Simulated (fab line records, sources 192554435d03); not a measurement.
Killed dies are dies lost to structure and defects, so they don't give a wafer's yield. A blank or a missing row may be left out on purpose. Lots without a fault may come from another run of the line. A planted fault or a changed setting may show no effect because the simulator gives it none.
A struck lot beside a sound one | flow n5_finfet | 37 steps out of a route of 1938
Sound: wafers L551.1, L551.4, L551.5. Struck: wafers L558.2, L558.3. (L558.5 of the same lot was not struck and is left out.) The cause comes at the end.
At each step with rows: each side's tool, then ch and its chambers, then its first start. Under that, the readings that differ: sound wafers | struck wafers | difference of the means | sigmas: that difference in standard deviations of wafers without a fault.
alike: readings whose means differ by less than 2 such deviations, and words and numbers that are the same on both sides. not compared: withheld readings, readings that some wafer has no value for, bounds like >300 that may hide the same value, and numbers for which the record gives no deviation and whose values overlap.
The two part at a step that has a row with sigmas, a row that says differs or no value, or rows on one side only. Numbers that don't overlap but have no deviation are shown without sigmas and don't part them. A reading that every wafer of one side lacks parts them only if that side has two wafers or more.

first, 9 steps without rows for these wafers: N5_BEOL_M11_ALD_74 (deposits TaN, target thk 2 nm, pulse time 2 s, purge time 3 s); N5_BEOL_M11_SURFACE_TREAT_76; N5_BEOL_M11_CVD_75 (deposits Co from CCTBA/H2, target thk 2 nm, time 138.9 s); N5_BEOL_M11_SPUTTER_48 (material Cu, target thk 12 nm, time 2 s); N5_BEOL_M11_ECD_50 (material Cu, target thk 318 nm); N5_BEOL_M11_ANNEAL_51 (time 90 s); N5_BEOL_M11_CMP_52 (polishes, stops on SiCOH lowk, t overpolish 7 s, target thk 140 nm); N5_BEOL_M11_PRE_CLEAN_55 (time 15 s); N5_BEOL_M11_DEP_56 (deposits SiCN from 3MS/NH3, target thk 30 nm, time 10.5 s).
N5_BEOL_M12_ILD_DEP_00: deposits SiOC from DEMS/O2, target thk 658.92 nm, time 130.7 s.
  sound on pecvd-04 ch 0,1, day 12 02:02; struck on pecvd-04 ch 1,2, day 14 14:26
  reading                                       | sound             | struck      | difference | sigmas
  run_length_s (s)                              | 175.5 174.4 175.1 | 193.8 193.2 | +18.5      | +32
  model.SiOC_of_BEOL_M12_ILD_DEP_00.thk_nm (nm) | 664.8 663 671.8   | 748.4 744.8 | +80.1      |
  alike: heater_power_w, showerhead_plenum_p_Torr, susceptor_temp_C, throttle_valve_pct
N5_BEOL_M12_THK_MEAS_01:
  sound on film_metro-01, day 12 02:10; struck on film_metro-02, day 14 14:35
  reading          | sound       | struck  | difference | sigmas
  M12_ILD_THK (nm) | 665 663 671 | 749 744 | +80        | +9
then, 10 steps without rows for these wafers: N5_BEOL_M12_COAT_58 (time 60 s, resist thk 89 nm); N5_BEOL_M12_COAT_04 (resist thk 400 nm); N5_BEOL_M12_EBR_06; N5_BEOL_M12_SOFTBAKE_05 (time 60 s); N5_BEOL_M12_EXPOSE_07 (exposes mask V11); N5_BEOL_M12_PEB_08 (peb time 90 s); N5_BEOL_M12_DEVELOP_09 (develop time 45 s); N5_BEOL_M12_HARDBAKE_14 (time 120 s); N5_BEOL_M12_DESCUM_15 (chemistry O2, time 7.9 s); N5_BEOL_M12_ETCH_59 (etches BARC in N2/H2, target depth 89 nm, overetch 26.7 nm, time 67.9 s).
N5_BEOL_M12_VIA_ETCH_16: etches SiOC in C4F8/O2/Ar, target depth 724.8 nm.
  sound on rie_diel-06 ch 1,2,3, day 12 02:46; struck on rie_diel-02 ch 0,1, day 14 15:04
  reading                                    | sound           | struck      | difference | sigmas
  model.etch.depth_nm (nm)                   | 664.8 663 671.7 | 748.5 744.8 | +80.1      |
  model.coat_of_BEOL_M12_COAT_04.thk_nm (nm) | 121.2 124.6 115 | 96.2 96.6   | -23.9      |
  alike: drypump_motor_current_A, oes_product_au, rf_vpp_V, showerhead_plenum_p_Torr, throttle_valve_pct
N5_BEOL_M12_STRIP_63: strips in N2/H2.
  sound on plasma_asher-02 ch 0,1, day 12 02:58; struck on plasma_asher-01 ch 1, day 14 15:16
  reading                      | sound             | struck      | difference | sigmas
  oes_product_au (a.u.)        | 0.690 0.695 0.696 | 0.688 0.679 | -0.010     | -2
  strip_time_to_endpoint_s (s) | 42.0 42.9 40.3    | 35.1 35.3   | -6.5       | -7
  alike: drypump_motor_current_A, heater_power_w
  not compared: rf_hours_counter_h
then, 12 steps without rows for these wafers: N5_BEOL_M12_STRIP_64 (strips in N2/H2); N5_BEOL_M12_STRIP_71 (strips in post etch residue remover, time 60 s); N5_BEOL_M12_SRD_72 (time 30 s, dry time 30 s); N5_BEOL_M12_COAT_65 (time 60 s, resist thk 300 nm); N5_BEOL_M12_COAT_66 (time 60 s, resist thk 110 nm); N5_BEOL_M12_COAT_22 (resist thk 300 nm); N5_BEOL_M12_EBR_24; N5_BEOL_M12_SOFTBAKE_23 (time 60 s); N5_BEOL_M12_EXPOSE_25 (exposes mask M12); N5_BEOL_M12_PEB_26 (peb time 90 s); N5_BEOL_M12_DEVELOP_27 (develop time 45 s); N5_BEOL_M12_HARDBAKE_32 (time 120 s).
N5_BEOL_M12_CMP_49: polishes, stops on SiOC, t overpolish 20.6 s, target thk 320 nm.
  sound on cmp-04 ch 1,3, day 12 06:05; struck on cmp-02 ch 0,2, day 14 19:22
  reading                                       | sound           | struck      | difference | sigmas
  model.SiOC_of_BEOL_M12_ILD_DEP_00.thk_nm (nm) | 605.6 603.6 611 | 688.4 685.2 | +80.1      |
  alike: motor_current_A
N5_PASSIVATION_PROBE_49:
  the record has rows for the struck wafers here (prober-01, day 16 06:09) and none for the sound ones

WHERE THEY PART
First at N5_BEOL_M12_ILD_DEP_00; last, within this record, at N5_PASSIVATION_PROBE_49.

WHY: what the simulator had put in
Process parameter drift: pecvd-04, from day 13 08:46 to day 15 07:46, at N5_BEOL_M12_ILD_DEP_00. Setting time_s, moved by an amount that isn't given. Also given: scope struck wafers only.
